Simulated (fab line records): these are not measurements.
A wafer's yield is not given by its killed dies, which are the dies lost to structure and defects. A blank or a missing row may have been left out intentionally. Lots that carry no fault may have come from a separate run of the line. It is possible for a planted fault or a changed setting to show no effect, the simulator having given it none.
Chamber matching | flow nandHarc | 4 sister chambers for NHARC_P_ZERO_WELL_DESCUM_26 on rieDiel-05
The step chemistry O2, time 3 s. 4 wafers are shown with their chamber, then 8 later ones without.

WAFERS WITH THEIR CHAMBER
wafer  | chamber | showerheadPlenumPTorr (Torr)
L968.6 | 0       | 1.77
L976.3 | 1       | 1.84
L976.6 | 3       | 2.00
L978.2 | 2       | 1.81

WAFERS WHOSE CHAMBER IS MISSING
wafer  | showerheadPlenumPTorr (Torr)
L978.5 | 2.00
L978.6 | 1.81
L985.1 | 1.83
L985.3 | 1.99
L985.4 | 1.80
L986.1 | 2.08
L986.2 | 1.99
L986.5 | 1.83

EACH ONE'S CHAMBER
wafer  | from the rows above          | in truth
L978.5 | 3                            | 3
L978.6 | can't be placed: 2 or 1 or 0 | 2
L985.1 | can't be placed: 1 or 2 or 0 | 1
L985.3 | 3                            | 3
L985.4 | can't be placed: 2 or 0 or 1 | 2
L986.1 | 3                            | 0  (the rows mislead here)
L986.2 | 3                            | 3
L986.5 | can't be placed: 1 or 2 or 0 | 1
Correct placement for 3 of the 8. Unplaceable from these rows: 4, with the true chamber sitting among the candidates in 4. Wrongly placed: 1.
How it was worked out, from the rows above alone: a wafer's distance from a chamber is the root of the sum, over the readings, of the square of ((its reading less the chamber's mean) divided by the reading's scatter). The wafer belongs to the nearest chamber; if the next one is less than 2 further off, it can't be placed. The mean given for a chamber averages the wafers shown for that chamber. The scatter (one wafer shown for each chamber): square how far every hidden wafer sits from the nearest shown wafer, average those squares and take the square root.
